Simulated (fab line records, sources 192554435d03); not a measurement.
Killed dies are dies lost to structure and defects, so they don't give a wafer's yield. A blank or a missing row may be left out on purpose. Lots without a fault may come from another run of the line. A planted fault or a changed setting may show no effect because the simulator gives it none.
fab line records | flow n5_finfet
record lots=7 wafers=39
route steps=1938 shown ZERO_LAYER@11 FIN_SAQP@102 STI_FIN_REVEAL@183 HKMG_FIN@456 MOL_CONTACT_COAG@586
start_h: hours from the record's first day to the start of the lot's first wafer shown | wait_h: hours since the lot's step before | " the same as in the row above | L1.1+2: a row that stands for several wafers | - no value, or no start given | * or withheld: withheld | < > ~ a bound
route shown NAME@n: a module of which the file shows steps, and the number in the route of the first | usual: mean/standard deviation of fault-free wafers | same: alike in all rows | chamber/n: place in a boat | sites: the reading at each site | _std_site: their standard deviation | _edge_site: outer sites' mean less inner sites' | radius_mm: how far each site lies from the wafer's centre | mask NAME#n: copy n | behind: the tool/chamber that last shaped the wafer | hold: why the lot was held/for how many hours/how that ended | device: the transistor (n, p or np) that didn't switch | end of line: the same wafers' tests at the end of the route | a step without rows: its recipe alone | killed: dies lost to structure and defects at the first sort, not the wafer's yield | map: a wafer's dies, x killed, . not, _ none there
set.NAME: the setting as run; set.NAME@STEP: as run at that earlier step | model.NAME: the simulator's own value behind a step, which no gauge read
lots whose settings were changed on purpose; a table a step, a row a wafer
## steps
# step N5_ZERO_LAYER_DEVELOP_10
# recipe develop_time_s=60 rinse_liquid=diw dry=air_spin dev_temp_c=21
# columns lot.wafer tool chamber start_h wait_h set.develop_time_s
L075.1+3+5 litho_track-03 0 - - 60
L075.2+4+6 " 0 " " 28.49
L079.1+3+6 litho_track-03 0 - - 47.31
L079.2+4+5 " 0 " " 60
L082.1+4+6 litho_track-05 0 - - 60
L082.2+3+5 " 0 " " 72.57
L088.1+2+4 litho_track-05 0 - - 60
L088.3+5+6 " 0 " " 45.9
L092.1+3+4 litho_track-03 0 - - 43.65
L092.2+5+6 " 0 " " 60
L093.1+3+6 litho_track-03 0 - - 60
L094.1+3+6 litho_track-02 0 - - 60
L094.2+4+5 " 0 " " 24.18
# step N5_ZERO_LAYER_HARDBAKE_23
# recipe temp_c=130 time_s=120
# step N5_ZERO_LAYER_CD_MEAS_11
# recipe target_cd_nm=2000 landing_energy_ev=500 detector=se_inlens
# usual cd_nm=1999.9/2.1
# columns lot.wafer tool chamber start_h wait_h set.develop_time_s@ZERO_LAYER_DEVELOP_10 cd_nm
L075.1 cd_sem-03 0 18.80 - 60 2003.7
L075.2 " 0 " " 28.49 1984.2
L075.3 " 0 " " 60 2002.3
L075.4 " 0 " " 28.49 1987.7
L075.5 " 0 " " 60 2003.2
L075.6 " 0 " " 28.49 1986.1
L079.1 cd_sem-03 0 42.79 - 47.31 1996.4
L079.2 " 0 " " 60 1999.6
L079.3 " 0 " " 47.31 1994.2
L079.4 " 0 " " 60 1997.5
L079.5 " 0 " " 60 1998.6
L079.6 " 0 " " 47.31 1995.0
L082.1 cd_sem-01 0 60.66 - 60 1999.0
L082.2 " 0 " " 72.57 2005.1
L082.3 " 0 " " 72.57 2004.1
L082.4 " 0 " " 60 2000.8
L082.5 " 0 " " 72.57 2001.9
L082.6 " 0 " " 60 1999.4
L088.1 cd_sem-02 0 96.68 - 60 2001.4
L088.2 " 0 " " 60 2000.1
L088.3 " 0 " " 45.9 1990.8
L088.4 " 0 " " 60 1997.8
L088.5 " 0 " " 45.9 1992.1
L088.6 " 0 " " 45.9 1994.1
L092.1 cd_sem-03 0 120.77 - 43.65 1990.8
L092.2 " 0 " " 60 2002.0
L092.3 " 0 " " 43.65 1993.5
L092.4 " 0 " " 43.65 1993.3
L092.5 " 0 " " 60 2001.2
L092.6 " 0 " " 60 2002.3
L093.1 cd_sem-01 0 126.78 - 60 1999.3
L093.3 " 0 " " 60 2000.1
L093.6 " 0 " " 60 1997.4
L094.1 cd_sem-01 0 132.77 - 60 1996.9
L094.2 " 0 " " 24.18 1983.3
L094.3 " 0 " " 60 1998.2
L094.4 " 0 " " 24.18 1977.2
L094.5 " 0 " " 24.18 1980.5
L094.6 " 0 " " 60 1996.7
# step N5_ZERO_LAYER_DESCUM_16
# recipe chemistry=O2 time_s=7.9 source_power_w=50 bias_power_w=20 pressure_mtorr=20 rf_frequency_hz=2.712e+07 temp_c=40 o2_flow_sccm=225
# columns lot.wafer tool chamber start_h wait_h set.develop_time_s@ZERO_LAYER_DEVELOP_10 model.ZERO_LAYER.cd_nm
L075.1 rie_diel-03 0 18.84 0.0 60 2004
L075.2 " 2 " " 28.49 1984
L075.3 " 3 " " 60 2002
L075.4 " 0 " " 28.49 1988
L075.5 " 2 " " 60 2003
L075.6 " 3 " " 28.49 1986
L079.1 rie_diel-01 0 42.83 0.0 47.31 1997
L079.2 " 2 " " 60 2000
L079.3 " 3 " " 47.31 1994
L079.4 " 1 " " 60 1998
L079.5 " 2 " " 60 1999
L079.6 " 3 " " 47.31 1995
L082.1 rie_diel-01 1 60.70 0.0 60 1999
L082.2 " 3 " " 72.57 2005
L082.3 " 2 " " 72.57 2004
L082.4 " 0 " " 60 2001
L082.5 " 1 " " 72.57 2002
L082.6 " 0 " " 60 2000
L088.1 rie_diel-01 2 96.72 0.0 60 2001
L088.2 " 3 " " 60 2000
L088.3 " 1 " " 45.9 1991
L088.4 " 1 " " 60 1998
L088.5 " 3 " " 45.9 1992
L088.6 " 2 " " 45.9 1994
L092.1 rie_diel-02 2 120.80 0.0 43.65 1991
L092.2+6 " 1,3 " " 60 2002
L092.3+4 " 3,0 " " 43.65 1993
L092.5 " 0 " " 60 2001
L093.1 rie_diel-01 0 126.82 0.0 60 1999
L093.3 " 1 " " 60 2000
L093.6 " 1 " " 60 1998
L094.1+6 rie_diel-01 0,2 132.80 0.0 60 1997
L094.2 " 3 " " 24.18 1983
L094.3 " 2 " " 60 1998
L094.4 " 1 " " 24.18 1977
L094.5 " 1 " " 24.18 1980
# step N5_FIN_SAQP_HM_DEP_72
# recipe material=SiO2 target_thk_a=120 temp_c=400 precursor=SiH4/N2O pressure_torr=0.75 rf_w=275 time_s=7.2
# columns lot.wafer tool chamber start_h wait_h set.target_thk_a model.SiO2_of_FIN_SAQP_HM_DEP_72.thk_nm
L075.1 pecvd-03 0 29.17 0.0 120 11.62
L075.2 " 1 " " 120 11.38
L075.3 " 1 " " 80.89 7.729
L075.4 " 0 " " 80.89 7.905
L075.5 " 1 " " 80.89 7.761
L075.6 " 0 " " 120 11.83
L079.1 pecvd-03 1 50.97 0.0 120 11.59
L079.2 " 2 " " 120 11.93
L079.3 " 0 " " 88.86 8.607
L079.4 " 1 " " 88.86 8.593
L079.5 " 2 " " 120 12.04
L079.6 " 0 " " 88.86 8.942
L082.1 pecvd-03 1 70.21 0.0 99.03 9.838
L082.2 " 0 " " 120 11.91
L082.3 " 0 " " 99.03 9.918
L082.4 " 1 " " 120 11.92
L082.5 " 1 " " 120 11.89
L082.6 " 0 " " 99.03 10.01
L088.1 pecvd-03 1 106.46 0.0 183.7 18.22
L088.2 " 0 " " 120 11.87
L088.3 " 2 " " 183.7 18.06
L088.4 " 1 " " 183.7 18.45
L088.5 " 2 " " 120 12.21
L088.6 " 0 " " 120 12.04
L092.1 pecvd-02 2 129.14 0.0 80.52 8.054
L092.2 " 0 " " 80.52 8.024
L092.3 " 1 " " 80.52 8.048
L092.4 " 2 " " 120 12.32
L092.5+6 " 1,0 " " 120 12.28
L093.1+6 pecvd-03 2,1 141.12 0.0 120 11.94
L093.3 " 1 " " 120 11.83
L094.1 pecvd-02 0 142.45 0.0 99.54 9.986
L094.2 " 2 " " 120 12.02
L094.3 " 1 " " 120 12.22
L094.4 " 0 " " 120 12.14
L094.5 " 1 " " 99.54 10.25
L094.6 " 2 " " 99.54 9.883
# step N5_FIN_SAQP_COAT_49
# recipe resist=SOC temp_c=250 time_s=60 spin_rpm=1500 resist_thk_nm=100
# step N5_FIN_SAQP_COAT_50
# recipe resist=SiARC temp_c=220 time_s=60 spin_rpm=1500 resist_thk_nm=35
# step N5_FIN_SAQP_ETCH_52
# recipe chemistry=N2/H2 target=SOC target_depth_a=1000 overetch_a=200 mask_material=SiARC temp_c=40 time_s=150 ion_energy_ev=200 pressure_mtorr=30 source_w=840 bias_w=150 n2_flow_sccm=200 h2_flow_sccm=200 ends=end_point
# step N5_FIN_SAQP_STRIP_53
# recipe chemistry=N2/H2 temp_c=40 n2_flow_sccm=200 h2_flow_sccm=200 rf_frequency_hz=6e+07
# step N5_FIN_SAQP_HM_OPEN_73
# recipe chemistry=CHF3/O2 target=SiO2 stop_on=a-Si target_depth_a=120 over_etch_frac=1.8 mask_material=SOC time_s=16.8 pressure_mtorr=30 source_w=650 bias_w=170 Ar_flow_sccm=200 CHF3_flow_sccm=50 O2_flow_sccm=5 ion_energy_ev=200 ends=end_point
# columns lot.wafer tool chamber start_h wait_h set.target_thk_a@FIN_SAQP_HM_DEP_72 model.etch.depth_nm
L075.1 rie_diel-04 0 30.10 0.0 120 11.62
L075.2 " 3 " " 120 11.38
L075.3 " 1 " " 80.89 7.729
L075.4 " 2 " " 80.89 7.905
L075.5 " 0 " " 80.89 7.761
L075.6 " 3 " " 120 11.83
L079.1 rie_diel-04 0 51.72 0.0 120 11.59
L079.2 " 1 " " 120 11.93
L079.3 " 2 " " 88.86 8.607
L079.4 " 3 " " 88.86 8.593
L079.5 " 3 " " 120 12.04
L079.6 " 0 " " 88.86 8.942
L082.1 rie_diel-06 2 70.98 0.0 99.03 9.838
L082.2 " 0 " " 120 11.91
L082.3 " 3 " " 99.03 9.918
L082.4 " 1 " " 120 11.92
L082.5 " 2 " " 120 11.89
L082.6 " 3 " " 99.03 10.01
L088.1 rie_diel-06 1 107.20 0.0 183.7 18.22
L088.2 " 2 " " 120 11.87
L088.3 " 0 " " 183.7 18.06
L088.4 " 3 " " 183.7 18.45
L088.5 " 0 " " 120 12.21
L088.6 " 3 " " 120 12.04
L092.1 rie_diel-04 0 129.76 0.0 80.52 8.054
L092.2 " 3 " " 80.52 8.024
L092.3 " 2 " " 80.52 8.048
L092.4 " 1 " " 120 12.32
L092.5+6 " 2,1 " " 120 12.28
L093.1+6 rie_diel-05 3,2 141.86 0.0 120 11.94
L093.3 " 1 " " 120 11.83
L094.1 rie_diel-04 0 143.21 0.0 99.54 9.986
L094.2 " 2 " " 120 12.02
L094.3 " 1 " " 120 12.22
L094.4 " 3 " " 120 12.14
L094.5 " 3 " " 99.54 10.25
L094.6 " 0 " " 99.54 9.883
# step N5_STI_FIN_REVEAL_ALD_00
# recipe material=SiO2 target_thk_a=10 temp_c=300 ald_precursor_family=BDEAS ald_co_reactant=O2-plasma pulse_time_s=1 pressure_torr=2
# columns lot.wafer tool chamber start_h wait_h set.target_thk_a model.SiO2_of_STI_FIN_REVEAL_ALD_00.thk_nm
L075.1+3+6 ald_sin-03 0,1,1 37.92 1.0 6.737 0.6
L075.2+4+5 " 2,3,2 " " 10 1
L079.1+3+5 ald_sin-01 3,2,1 57.25 0.0 10 1
L079.2+4+6 " 1,0,2 " " 5.295 0.6
L082.1+2+4 ald_sin-02 0,2,3 77.75 0.1 10 1
L082.3 " 1 " " 4.962 0.4
L082.5+6 " 0,3 " " 4.962 0.6
L088.1+3+5 ald_sin-01 0,2,1 113.13 0.4 10 1
L088.2+4+6 " 3,1,2 " " 12.48 1.2
L092.1+3+5 ald_sin-03 3,0,0 135.58 0.0 15.32 1.6
L092.2+4+6 " 2,1,1 " " 10 1
L093.1+3+6 ald_sin-01 0,2,3 147.83 0.0 10 1
L094.1+2+3+4+5+6 ald_sin-02 1,2,3,0,3,2 149.68 0.7 10 1
# step N5_HKMG_FIN_ALD_21
# recipe material=TiN target_thk_a=15 temp_c=400 ald_precursor_family=TiCl4 ald_co_reactant=NH3 pulse_time_s=1 purge_time_s=3 co_reactant_purge_time_s=2 co_reactant_pulse_time_s=2 ald_cycles=68 pressure_torr=3
# columns lot.wafer tool chamber start_h wait_h set.ald_cycles model.TiN_of_HKMG_FIN_ALD_21.thk_nm
L075.1+2+4 ald_metal-02 3,0,2 87.58 0.3 68 1.4
L075.3+5+6 " 1,0,3 " " 42 1
L079.1+5 ald_metal-02 2,1 108.13 0.3 68 1.4
L079.2+3+4 " 0,1,3 " " 87 2
L079.6 " 2 " " 68 1.6
L082.1+3+5 ald_metal-04 2,0,0 127.19 0.3 79 1.8
L082.2+6 " 3,1 " " 68 1.6
L082.4 " 1 " " 68 1.4
L088.1 ald_metal-04 0 164.50 0.3 68 1.4
L088.2+4+5 " 1,2,3 " " 87 2
L088.3+6 " 3,0 " " 68 1.6
L092.1+2+3+5+6 ald_metal-04 2,3,0,2,0 189.64 0.3 68 1.4
L092.4 " 3 " " 68 1.6
L093.1+6 ald_metal-04 0,1 200.57 0.3 68 1.6
L093.3 " 2 " " 68 1.4
L094.1+2+3 ald_metal-02 1,3,2 203.70 0.3 68 1.6
L094.4+5+6 " 0,0,3 " " 93 2
# step N5_MOL_CONTACT_COAG_VIA_ETCH_46
# recipe chemistry=C4F6/O2 target_depth_a=460 overetch_a=92 mask_material=SOC target=SiO2 bias_w=455 pressure_mtorr=10 time_s=40 source_w=325 Ar_flow_sccm=300 C4F6_flow_sccm=10 O2_flow_sccm=10 ion_energy_ev=575.3 ends=end_point
# columns lot.wafer tool chamber start_h wait_h set.target_depth_a model.etch.depth_nm model.SOC_of_MOL_CONTACT_COAG_COAT_75.thk_nm
L075.1 rie_diel-06 0 106.36 0.0 460 45.38 51.2
L075.2 " 1 " " 460 45.25 50.8
L075.3 " 3 " " 460 43.57 51
L075.4 " 2 " " 460 46.2 51
L075.5 " 0 " " 460 44.69 51
L075.6 " 1 " " 460 45.4 50.8
L079.1 rie_diel-06 0 129.00 0.0 460 45.73 50.8
L079.2 " 2 " " 460 45.06 50.4
L079.3 " 1 " " 460 45.38 50.4
L079.4 " 3 " " 460 46.31 50.6
L079.5 " 2 " " 460 45.92 50.6
L079.6 " 1 " " 460 45.58 50.2
L082.1 rie_diel-06 2 147.34 0.0 460 46.41 50.8
L082.2 " 3 " " 460 45.71 50.8
L082.3 " 0 " " 460 45.8 50.8
L082.4 " 3 " " 460 46.8 51
L082.5 " 0 " " 460 46.72 50.8
L082.6 " 2 " " 460 45.68 50.8
L088.1 rie_diel-04 0 192.47 0.0 460 45.45 51.4
L088.2 " 2 " " 460 46.6 50.4
L088.3 " 3 " " 460 45.74 51
L088.4 " 1 " " 460 46.49 51
L088.5 " 1 " " 460 45.71 51
L088.6 " 0 " " 460 45.54 51.2
L092.1 rie_diel-06 2 209.32 0.0 460 45.76 50.4
L092.2 " 1 " " 460 45.24 50.6
L092.3 " 3 " " 374.2 45.03 51.4
L092.4 " 0 " " 460 46.33 50.8
L092.5 " 1 " " 374.2 45.97 51.6
L092.6 " 0 " " 374.2 45.54 51.8
L093.1 rie_diel-04 0 222.31 0.0 460 45.25 51
L093.3 " 1 " " 460 45.7 50.8
L093.6 " 0 " " 460 46.03 50.8
L094.1 rie_diel-06 2 225.40 0.0 460 45.63 50.8
L094.2 " 3 " " 460 45.83 50.2
L094.3 " 1 " " 220.7 31.32 53.4
L094.4 " 0 " " 460 46.99 50.6
L094.5 " 0 " " 220.7 30.97 53.4
L094.6 " 3 " " 220.7 31.84 53.2
# step N5_MOL_CONTACT_COAG_STRIP_96
# recipe chemistry=N2/H2 power_w=500 temp_c=40 pressure_mtorr=50 rf_frequency_hz=6e+07 overash_fraction=0.3 bias_power_w=28 h2_frac=0.5 n2_flow_sccm=300 h2_flow_sccm=300
# step N5_MOL_CONTACT_COAG_ETCH_47
# recipe chemistry=CH3F/O2 target=SiNx target_depth_a=270 mask_material=SiO2 stop_on=W over_etch_frac=0.2 ion_energy_ev=120 endpoint=OES-CN pressure_mtorr=30 source_w=395 bias_w=73 Ar_flow_sccm=150 CH3F_flow_sccm=30 O2_flow_sccm=20 ends=end_point
# columns lot.wafer tool chamber start_h wait_h set.target_depth_a@MOL_CONTACT_COAG_VIA_ETCH_46 model.etch.over_etch_s
L075.1 rie_diel-06 0 106.47 0.0 460 5.249
L075.2 " 1 " " 460 5.053
L075.3 " 3 " " 460 5.285
L075.4 " 2 " " 460 5.112
L075.5 " 0 " " 460 5.226
L075.6 " 1 " " 460 5.09
L079.1 rie_diel-06 0 129.11 0.0 460 5.182
L079.2 " 2 " " 460 5.169
L079.3 " 1 " " 460 5.076
L079.4 " 3 " " 460 5.269
L079.5 " 2 " " 460 5.121
L079.6 " 1 " " 460 5.078
L082.1 rie_diel-06 2 147.45 0.0 460 5.222
L082.2 " 3 " " 460 5.289
L082.3 " 0 " " 460 5.312
L082.4 " 3 " " 460 5.339
L082.5 " 0 " " 460 5.276
L082.6 " 2 " " 460 5.204
L088.1 rie_diel-04 0 192.58 0.0 460 5.383
L088.2 " 2 " " 460 5.156
L088.3 " 3 " " 460 5.222
L088.4 " 1 " " 460 5.371
L088.5 " 1 " " 460 5.292
L088.6 " 0 " " 460 5.418
L092.1 rie_diel-06 2 209.43 0.0 460 5.16
L092.2 " 1 " " 460 5.129
L092.3 " 3 " " 374.2 5.09
L092.4 " 0 " " 460 5.283
L092.5 " 1 " " 374.2 5.1
L092.6 " 0 " " 374.2 5.228
L093.1 rie_diel-04 0 222.42 0.0 460 5.425
L093.3 " 1 " " 460 5.227
L093.6 " 0 " " 460 5.365
L094.1 rie_diel-06 2 225.51 0.0 460 5.201
L094.2 " 3 " " 460 5.068
L094.3+5+6 " 1,0,3 " " 220.7 0
L094.4 " 0 " " 460 5.234
## key
split step=N5_ZERO_LAYER_DEVELOP_10 setting=develop_time_s stated=60 by=wafer
response step=N5_ZERO_LAYER_CD_MEAS_11 reading=cd_nm change=+0.293 per=1% r=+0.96
response step=N5_ZERO_LAYER_DESCUM_16 reading=model.ZERO_LAYER.cd_nm change=+0.291 per=1% r=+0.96
split step=N5_FIN_SAQP_HM_DEP_72 setting=target_thk_a stated=120 by=wafer
response step=N5_FIN_SAQP_HM_DEP_72 reading=model.SiO2_of_FIN_SAQP_HM_DEP_72.thk_nm change=+0.12 per=1% r=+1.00
response step=N5_FIN_SAQP_HM_OPEN_73 reading=model.etch.depth_nm change=+0.12 per=1% r=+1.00
split step=N5_STI_FIN_REVEAL_ALD_00 setting=target_thk_a stated=10 by=wafer
response step=N5_STI_FIN_REVEAL_ALD_00 reading=model.SiO2_of_STI_FIN_REVEAL_ALD_00.thk_nm change=+0.00996 per=1% r=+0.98
split step=N5_HKMG_FIN_ALD_21 setting=ald_cycles stated=68 by=wafer
response step=N5_HKMG_FIN_ALD_21 reading=model.TiN_of_HKMG_FIN_ALD_21.thk_nm change=+0.0134 per=1% r=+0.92
split step=N5_MOL_CONTACT_COAG_VIA_ETCH_46 setting=target_depth_a stated=460 by=wafer
response step=N5_MOL_CONTACT_COAG_VIA_ETCH_46 reading=model.etch.depth_nm change=+0.253 per=1% r=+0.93
response step=N5_MOL_CONTACT_COAG_VIA_ETCH_46 reading=model.SOC_of_MOL_CONTACT_COAG_COAT_75.thk_nm change=-0.0538 per=1% r=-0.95
response step=N5_MOL_CONTACT_COAG_ETCH_47 reading=model.etch.over_etch_s change=+0.0883 per=1% r=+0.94
